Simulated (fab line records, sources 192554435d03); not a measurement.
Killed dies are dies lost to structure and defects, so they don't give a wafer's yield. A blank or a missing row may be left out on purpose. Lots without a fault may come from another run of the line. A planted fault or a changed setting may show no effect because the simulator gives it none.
fab line records | flow n5_finfet
record lots=7 wafers=39
route steps=1938 shown WELL_APT@24 FIN_SAQP@131 FIN_CUT@169 DUMMY_GATE@250 SD_EPI_N@288 HKMG_FIN@456 MOL_CONTACT_COAG@541 BEOL_M4@1111
start_h: hours from the record's first day to the start of the lot's first wafer shown | wait_h: hours since the lot's step before | " the same as in the row above | L1.1+2: a row that stands for several wafers | - no value, or no start given | * or withheld: withheld | < > ~ a bound
route shown NAME@n: a module of which the file shows steps, and the number in the route of the first | usual: mean/standard deviation of fault-free wafers | same: alike in all rows | chamber/n: place in a boat | sites: the reading at each site | _std_site: their standard deviation | _edge_site: outer sites' mean less inner sites' | radius_mm: how far each site lies from the wafer's centre | mask NAME#n: copy n | behind: the tool/chamber that last shaped the wafer | hold: why the lot was held/for how many hours/how that ended | device: the transistor (n, p or np) that didn't switch | end of line: the same wafers' tests at the end of the route | a step without rows: its recipe alone | killed: dies lost to structure and defects at the first sort, not the wafer's yield | map: a wafer's dies, x killed, . not, _ none there
set.NAME: the setting as run; set.NAME@STEP: as run at that earlier step | model.NAME: the simulator's own value behind a step, which no gauge read
lots whose settings were changed on purpose; a table a step, a row a wafer
## steps
# step N5_WELL_APT_EXPOSE_05
# recipe mask_id=NWELL na=0.8 source_shape=conventional sigma_outer=0.8 polarization=unpolarized defocus_nm=0 target_cd_nm=200 dose_mj=20.3
# step N5_FIN_SAQP_MANDREL_ETCH_58
# recipe chemistry=HBr/Cl2 target=a-Si target_depth_a=450 bt_time_s=10 stop_on=SiNx mask_material=SiO2 over_etch_frac=0.8 time_s=27 pressure_mtorr=10 icp_w=800 bias_w=75 HBr_flow_sccm=150 Cl2_flow_sccm=80 ends=end_point
# step N5_FIN_CUT_ETCH_21
# recipe chemistry=N2/H2 target=SOC target_depth_a=2190 overetch_a=438 mask_material=SiARC temp_c=40 ion_energy_ev=100 bias_w=61 time_s=523.5 pressure_mtorr=30 source_w=850 n2_flow_sccm=200 h2_flow_sccm=200
# step N5_DUMMY_GATE_ETCH_42
# recipe chemistry=CHF3/O2 target=SiO2 target_depth_a=35 time_s=31 ion_energy_ev=30 bias_w=12 pressure_mtorr=30 source_w=600 Ar_flow_sccm=200 CHF3_flow_sccm=50 O2_flow_sccm=5
# step N5_SD_EPI_N_EPI_21
# recipe material=Si:P dopant=P temp_c=680 pressure_torr=255 time_s=690
# step N5_HKMG_FIN_ALD_21
# recipe material=TiN target_thk_a=15 temp_c=400 ald_precursor_family=TiCl4 ald_co_reactant=NH3 pulse_time_s=1 purge_time_s=3 co_reactant_purge_time_s=2 co_reactant_pulse_time_s=2 ald_cycles=68 pressure_torr=3
# step N5_MOL_CONTACT_COAG_IMPLANT_129
# recipe species=Ge energy_kev=3 dose_cm2=6e+14 tilt_deg=0 rotation_deg=0
# step N5_BEOL_M4_RC_MEAS_101
# usual RS_SD_N=28.3/0.39
# columns lot.wafer tool chamber start_h wait_h set.dose_mj@WELL_APT_EXPOSE_05 set.bias_w@FIN_SAQP_MANDREL_ETCH_58 set.h2_flow_sccm@FIN_CUT_ETCH_21 set.bias_w@DUMMY_GATE_ETCH_42 set.temp_c@SD_EPI_N_EPI_21 set.ald_cycles@HKMG_FIN_ALD_21 set.energy_kev@MOL_CONTACT_COAG_IMPLANT_129 RS_SD_N[ohm/sq]
L075.1 prober-01 0 229.59 0.0 18.85 75 200 12 683.3 58 3 27.9
L075.2 " 0 " " 20.3 75 200 12 680 68 3 29.2
L075.3 " 0 " " 18.85 85.03 200 12 683.3 68 2.071 28.0
L075.4 " 0 " " 20.3 85.03 200 11.4 683.3 58 2.071 27.6
L075.5 " 0 " " 20.3 85.03 200 11.4 680 68 2.071 28.5
L075.6 " 0 " " 18.85 75 200 11.4 680 58 3 29.4
L089.1 prober-01 0 334.98 0.0 20.77 75 200 12 680 68 2.048 28.5
L089.2 " 0 " " 20.3 75 200 12 685.1 68 3 26.6
L089.3 " 0 " " 20.3 75 200 12 680 68 3 29.1
L089.4 " 0 " " 20.77 75 200 13.22 685.1 68 3 26.2
L089.5 " 0 " " 20.3 75 200 13.22 685.1 68 2.048 26.3
L089.6 " 0 " " 20.77 75 200 13.22 680 68 2.048 28.7
L086.1 prober-02 0 341.62 0.0 21.73 75 200 12.9 680 68 3 28.5
L086.2 " 0 " " 20.3 75 191.2 12 680 68 3.641 28.7
L086.3 " 0 " " 21.73 81.88 191.2 12.9 680 75 3.641 28.8
L086.4 " 0 " " 21.73 81.88 191.2 12 684.9 68 3 26.5
L086.5 " 0 " " 20.3 75 200 12 684.9 75 3 26.5
L086.6 " 0 " " 20.3 81.88 200 12.9 684.9 75 3.641 26.4
L091.1 prober-01 0 342.33 0.1 20.3 75 200 12 680 68 3 28.0
L091.4 " 0 " " 20.3 75 200 12 680 68 3 28.5
L091.6 " 0 " " 20.3 75 200 12 680 68 3 27.9
L093.1 prober-02 0 343.28 0.0 19.55 75 200 12 678.5 68 3 29.1
L093.2 " 0 " " 19.55 75 213.3 12 678.5 72 3.303 28.6
L093.3 " 0 " " 19.55 75 213.3 12 680 68 3.303 28.2
L093.4 " 0 " " 20.3 75 200 12 680 72 3 28.4
L093.5 " 0 " " 20.3 75 200 12 678.5 72 3.303 28.5
L093.6 " 0 " " 20.3 75 213.3 12 680 68 3 28.3
L095.1 prober-01 0 351.16 0.0 19 75 200 9.773 683.5 68 3 26.5
L095.2 " 0 " " 19 65.89 200 12 683.5 68 3 26.6
L095.3 " 0 " " 20.3 65.89 200 12 680 68 3 28.7
L095.4 " 0 " " 20.3 75 200 9.773 680 68 3 28.6
L095.5 " 0 " " 20.3 75 200 12 683.5 68 3 26.8
L095.6 " 0 " " 19 65.89 200 9.773 680 68 3 28.3
L097.1 prober-01 0 377.17 0.0 20.3 75 190.3 12 681.6 68 3.48 27.5
L097.2 " 0 " " 20.3 75 200 10.48 680 60 3.48 28.3
L097.3 " 0 " " 21.71 62.48 200 10.48 681.6 60 3 27.2
L097.4 " 0 " " 20.3 62.48 200 12 681.6 60 3.48 27.9
L097.5 " 0 " " 21.71 75 190.3 12 680 68 3 28.3
L097.6 " 0 " " 21.71 62.48 190.3 10.48 680 68 3 28.8
## key
split step=N5_WELL_APT_EXPOSE_05 setting=dose_mj stated_as=20.3
response none clear
split step=N5_FIN_SAQP_MANDREL_ETCH_58 setting=bias_w stated_as=75
response none clear
split step=N5_FIN_CUT_ETCH_21 setting=h2_flow_sccm stated_as=200
response none clear
split step=N5_DUMMY_GATE_ETCH_42 setting=bias_w stated_as=12
response none clear
split step=N5_SD_EPI_N_EPI_21 setting=temp_c stated_as=680
response step=N5_BEOL_M4_RC_MEAS_101 reading=RS_SD_N slope=-3.09 per=1% together_with=all explained=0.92
split step=N5_HKMG_FIN_ALD_21 setting=ald_cycles stated_as=68
response none clear
split step=N5_MOL_CONTACT_COAG_IMPLANT_129 setting=energy_kev stated_as=3
response none clear
